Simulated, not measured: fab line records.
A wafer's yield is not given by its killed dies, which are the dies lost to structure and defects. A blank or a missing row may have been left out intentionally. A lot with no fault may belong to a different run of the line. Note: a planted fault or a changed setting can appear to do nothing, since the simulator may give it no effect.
Chamber matching -- flow nand-harc -- NHARC_A_STAIRCASE_DESCUM_443 on rie-diel-02 has 4 sister chambers
The step chemistry O2, time 3 s. 8 wafers are shown with their chamber, then 8 later ones without.

EACH WAFER AND ITS CHAMBER
wafer,chamber,showerhead-plenum-p-Torr (Torr),oes-product-au (a.u.)
L077.3,0,2.06,0.989
L077.4,1,1.80,0.976
L083.2,2,1.95,0.978
L083.5,3,1.82,0.996
L084.1,1,1.80,0.978
L084.2,3,1.81,0.999
L084.5,0,2.05,1.018
L085.1,2,1.95,0.995

WAFERS WITH NO CHAMBER GIVEN
wafer,showerhead-plenum-p-Torr (Torr),oes-product-au (a.u.)
L085.3,1.80,0.977
L085.4,1.82,1.014
L091.3,2.05,1.010
L091.4,2.05,1.007
L091.6,1.79,0.973
L095.1,1.81,0.995
L095.4,2.05,1.018
L095.6,1.79,0.971

WHICH CHAMBER EACH WENT THROUGH
wafer,from the rows above,in truth
L085.3,1,1
L085.4,3,3
L091.3,0,0
L091.4,0,0
L091.6,1,1
L095.1,can't be placed: 3 or 1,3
L095.4,0,0
L095.6,1,1
7 of 8 placed correctly. Cannot be placed on the basis of these rows: 1; the candidates contain the true chamber in 1. Placed wrongly: 0.
How it was worked out, from the rows above alone: a wafer's distance from a chamber is the root of the sum, over the readings, of the square of ((its reading less the chamber's mean) divided by the reading's scatter). The wafer belongs to the nearest chamber; if the next one is less than 2 further off, it can't be placed. The mean given for a chamber averages the wafers shown for that chamber. The scatter is the square root of a quotient: the sum, over the shown wafers, of each reading's squared deviation from its chamber's mean, divided by wafers minus chambers.
